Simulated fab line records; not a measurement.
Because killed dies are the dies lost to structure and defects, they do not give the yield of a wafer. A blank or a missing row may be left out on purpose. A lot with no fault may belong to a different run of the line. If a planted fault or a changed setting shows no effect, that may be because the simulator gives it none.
Matching of chambers + flow nand harc + 4 sister chambers for NHARC_A_CONTACT_ETCH_88 on rie diel-08
The step etches the open film in CF4, target depth 39 nm, time 65 s. 22 wafers are shown with their chamber, then 11 later ones without.

EACH WAFER AND ITS CHAMBER
| wafer  | chamber | drypump motor current A (A) | showerhead plenum p Torr (Torr) | rf vpp V (V) |
|--------|---------|-----------------------------|---------------------------------|--------------|
| L877.4 | 3       | 6.2                         | 1.71                            | 151.5        |
| L877.5 | 0       | 5.9                         | 1.72                            | 152.6        |
| L877.6 | 2       | 6.0                         | 1.74                            | 151.5        |
| L876.3 | 2       | 6.0                         | 1.74                            | 150.9        |
| L876.5 | 3       | 6.1                         | 1.71                            | 150.1        |
| L876.6 | 0       | 5.9                         | 1.72                            | 152.0        |
| L878.1 | 2       | 6.0                         | 1.74                            | 150.4        |
| L878.2 | 3       | 6.2                         | 1.71                            | 150.3        |
| L878.3 | 0       | 5.9                         | 1.72                            | 150.3        |
| L879.1 | 3       | 6.2                         | 1.71                            | 150.3        |
| L879.2 | 0       | 5.9                         | 1.72                            | 150.4        |
| L879.4 | 3       | 6.2                         | 1.71                            | 151.5        |
| L880.2 | 0       | 5.9                         | 1.72                            | 150.8        |
| L880.5 | 0       | 5.9                         | 1.72                            | 151.9        |
| L880.6 | 3       | 6.1                         | 1.71                            | 151.2        |
| L881.3 | 2       | 6.0                         | 1.73                            | 150.1        |
| L881.4 | 0       | 5.9                         | 1.72                            | 149.5        |
| L881.5 | 3       | 6.1                         | 1.70                            | 149.8        |
| L882.1 | 1       | 5.8                         | 1.72                            | 149.2        |
| L882.3 | 2       | 6.0                         | 1.73                            | 152.2        |
| L882.5 | 0       | 5.9                         | 1.72                            | 150.5        |
| L886.1 | 2       | 6.0                         | 1.73                            | 151.5        |

SIGNATURES, as means of the wafers listed above
| reading                  | chamber 0 | chamber 1 | chamber 2 | chamber 3 | scatter within a chamber |
|--------------------------|-----------|-----------|-----------|-----------|--------------------------|
| drypump motor current A  | 5.900     | 5.800     | 6.000     | 6.157     | 0.0309                   |
| showerhead plenum p Torr | 1.7200    | 1.7200    | 1.7350    | 1.7086    | 0.00362                  |
| rf vpp V                 | 151.000   | 149.200   | 151.100   | 150.671   | 0.877                    |
Rule: distance of a wafer from a chamber = root of the sum over the readings of ((wafer's reading minus chamber's mean) / reading's scatter) squared. If the next closest chamber is less than 2 further off than the closest, the wafer can't be placed; otherwise it belongs to the closest. The scatter: the root of (the sum of the squares of (reading less its chamber's mean) over the shown wafers, divided by (wafers less chambers)).

WAFERS WHOSE CHAMBER IS MISSING
| wafer  | drypump motor current A (A) | showerhead plenum p Torr (Torr) | rf vpp V (V) |
|--------|-----------------------------|---------------------------------|--------------|
| L886.2 | 6.2                         | 1.70                            | 150.7        |
| L886.4 | 5.8                         | 1.72                            | 149.5        |
| L891.1 | 5.9                         | 1.71                            | 149.4        |
| L891.2 | 6.0                         | 1.73                            | 150.5        |
| L891.6 | 6.0                         | 1.73                            | 151.2        |
| L896.1 | 5.9                         | 1.71                            | 150.3        |
| L896.3 | 6.2                         | 1.70                            | 151.3        |
| L896.6 | 5.9                         | 1.71                            | 150.8        |
| L898.1 | 6.1                         | 1.70                            | 150.3        |
| L898.3 | 6.0                         | 1.72                            | 149.3        |
| L898.4 | 5.9                         | 1.71                            | 150.8        |

EACH ONE'S CHAMBER
| wafer  | from the rows above     | in truth |
|--------|-------------------------|----------|
| L886.2 | 3                       | 3        |
| L886.4 | 1                       | 1        |
| L891.1 | can't be placed: 0 or 1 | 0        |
| L891.2 | 2                       | 2        |
| L891.6 | 2                       | 2        |
| L896.1 | can't be placed: 0 or 1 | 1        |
| L896.3 | 3                       | 3        |
| L896.6 | can't be placed: 0 or 1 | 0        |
| L898.1 | 3                       | 3        |
| L898.3 | can't be placed: 0 or 2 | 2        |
| L898.4 | can't be placed: 0 or 1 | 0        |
Correct placement for 6 of the 11. Not placeable from these rows: 5 (in 5, the candidates include the true chamber). Placed wrongly: 0.
